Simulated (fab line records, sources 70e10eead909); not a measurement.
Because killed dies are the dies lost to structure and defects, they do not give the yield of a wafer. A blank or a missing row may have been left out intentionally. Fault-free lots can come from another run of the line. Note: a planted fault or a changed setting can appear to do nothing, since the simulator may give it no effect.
What tool caused it? | flow nand_harc | Sampling: 6 lots, 18 wafers, 5 of 1302 route steps

== WHAT THE GAUGES SHOWED, per wafer ==
NHARC_END_SORT_01.
lot | measured | on | killed_at_array

== EACH LOT AND THE TOOL THAT RAN IT (in order: tool; ch and the chambers of the sampled wafers; start) ==
lot  | NHARC_A_STAIRCASE_STRIP_205          | NHARC_A_STAIRCASE_TRIM_226                    | NHARC_A_STAIRCASE_ETCH_230         | NHARC_A_STAIRCASE_ETCH_236
L195 | plasma_asher-02 ch 0,1, day 16 19:22 | rie_diel-04 ch 0,1,3, day 16 22:16 or earlier | rie_diel-11 ch 0,3, day 16 22:16   | rie_diel-11 ch 0,2, no start
L201 | plasma_asher-02 ch 0,1, day 19 19:10 | rie_diel-05 ch 0,1,3, day 19 22:09 or earlier | rie_diel-11 ch 2,3, day 19 22:09   | rie_diel-11 ch 0,2,3, no start
L203 | plasma_asher-02 ch 0,1, day 20 19:54 | rie_diel-05 ch 2,3, day 20 22:47 or earlier   | rie_diel-05 ch 0,1, day 20 22:47   | rie_diel-05 ch 0,2, no start
L205 | plasma_asher-02 ch 0,1, day 21 08:29 | rie_diel-11 ch 1,2, day 21 11:49 or earlier   | rie_diel-11 ch 2,3, day 21 11:49   | rie_diel-11 ch 1,3, no start
L213 | plasma_asher-02 ch 0,1, day 25 03:01 | rie_diel-11 ch 0,1,3, day 25 05:42 or earlier | rie_diel-05 ch 2,3, day 25 05:42   | rie_diel-05 ch 1,2,3, no start
L214 | plasma_asher-01 ch 0,1, day 25 22:37 | rie_diel-05 ch 0,2,3, day 26 01:26 or earlier | rie_diel-11 ch 0,1,3, day 26 01:26 | rie_diel-11 ch 0,1,2, no start
- NHARC_A_STAIRCASE_STRIP_205: strips in O2.
- NHARC_A_STAIRCASE_TRIM_226: chemistry O2, time 211.2 s.
- NHARC_A_STAIRCASE_ETCH_230: etches the open film in C4F8/O2, target depth 100 nm, time 40.5 s.
- NHARC_A_STAIRCASE_ETCH_236: etches the open film in C4F8/O2, target depth 100 nm, time 40.5 s.

== THE ANSWER, worked out from the rows above alone ==
Rule: usual is defined by the lots themselves. Put in order of their means at a reading, lots are off if they are a third of the lots or fewer, leave a main group of 4 or more, and stand apart from it by a gap of 3 or more times the standard deviation of the main group's means; of several such gaps the widest counts. The tables above print the reading to a certain number of digits; a main group whose means all agree to those digits is not used. A lot without any number at a reading at which 4 lots or more have one is off too. All remaining lots with rows at the step are treated as sound.
No lot is off at any reading shown: from this, nothing can be told.

== WHAT THE SIMULATOR HAD INSERTED ==
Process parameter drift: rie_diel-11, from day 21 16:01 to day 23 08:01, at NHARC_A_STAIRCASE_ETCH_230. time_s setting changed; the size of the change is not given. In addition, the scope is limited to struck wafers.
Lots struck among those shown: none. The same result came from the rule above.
